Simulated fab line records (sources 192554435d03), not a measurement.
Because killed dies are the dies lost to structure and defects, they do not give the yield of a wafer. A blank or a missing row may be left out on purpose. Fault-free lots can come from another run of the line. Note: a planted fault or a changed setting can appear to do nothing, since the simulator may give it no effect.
What tool caused it? || flow n5_finfet || 11 lots, 33 wafers sampled, at 1 step of a route of 1938

WHAT THE GAUGES READ, wafer by wafer
N5_BEOL_M10_RS_MEAS_57: the measuring method here is four-point-probe.
{"lot": "L208", "measured": "day 10 21:15", "on": "film_metro-02", "M10_RS (ohm/sq)": "0.153 0.143 0.149"}
{"lot": "L211", "measured": "day 10 23:56", "on": "film_metro-02", "M10_RS (ohm/sq)": "0.146 0.145 0.157"}
{"lot": "L209", "measured": "day 11 01:46", "on": "film_metro-01", "M10_RS (ohm/sq)": "0.146 0.149 0.151"}
{"lot": "L214", "measured": "day 11 10:26", "on": "film_metro-02", "M10_RS (ohm/sq)": "0.153 0.150 0.155"}
{"lot": "L212", "measured": "day 11 15:23", "on": "film_metro-01", "M10_RS (ohm/sq)": "0.147 0.156 0.148"}
{"lot": "L217", "measured": "day 13 10:00", "on": "film_metro-01", "M10_RS (ohm/sq)": "0.151 0.149 0.152"}
{"lot": "L219", "measured": "day 13 18:04", "on": "film_metro-02", "M10_RS (ohm/sq)": "0.153 0.144 0.145"}
{"lot": "L220", "measured": "day 14 03:52", "on": "film_metro-01", "M10_RS (ohm/sq)": "0.158 0.148 0.153"}
{"lot": "L222", "measured": "day 14 12:43", "on": "film_metro-01", "M10_RS (ohm/sq)": "0.152 0.143 0.142"}
{"lot": "L223", "measured": "day 14 14:08", "on": "film_metro-02", "M10_RS (ohm/sq)": "0.146 0.151 0.151"}
{"lot": "L225", "measured": "day 14 15:40", "on": "film_metro-01", "M10_RS (ohm/sq)": "0.144 0.144 0.153"}

WHAT TOOL EACH LOT RAN ON (gives the tool, then ch and the chambers of the sampled wafers, and finally the start)
The record shows no process step preceding these readings.

THE ANSWER, worked out from the rows above alone
Rule: usual is defined by the lots themselves. Put in order of their means at a reading, lots are off if they are a third of the lots or fewer, leave a main group of 4 or more, and stand apart from it by a gap of 3 or more times the standard deviation of the main group's means; of several such gaps the widest counts. If all means in a main group match to the digits the tables above print for the reading, that group is not used. A lot without any number at a reading at which 4 lots or more have one is off too. All remaining lots with rows at the step are treated as sound.
No lot is off at any reading shown: from this, nothing can be told.

WHAT THE SIMULATOR HAD INSERTED
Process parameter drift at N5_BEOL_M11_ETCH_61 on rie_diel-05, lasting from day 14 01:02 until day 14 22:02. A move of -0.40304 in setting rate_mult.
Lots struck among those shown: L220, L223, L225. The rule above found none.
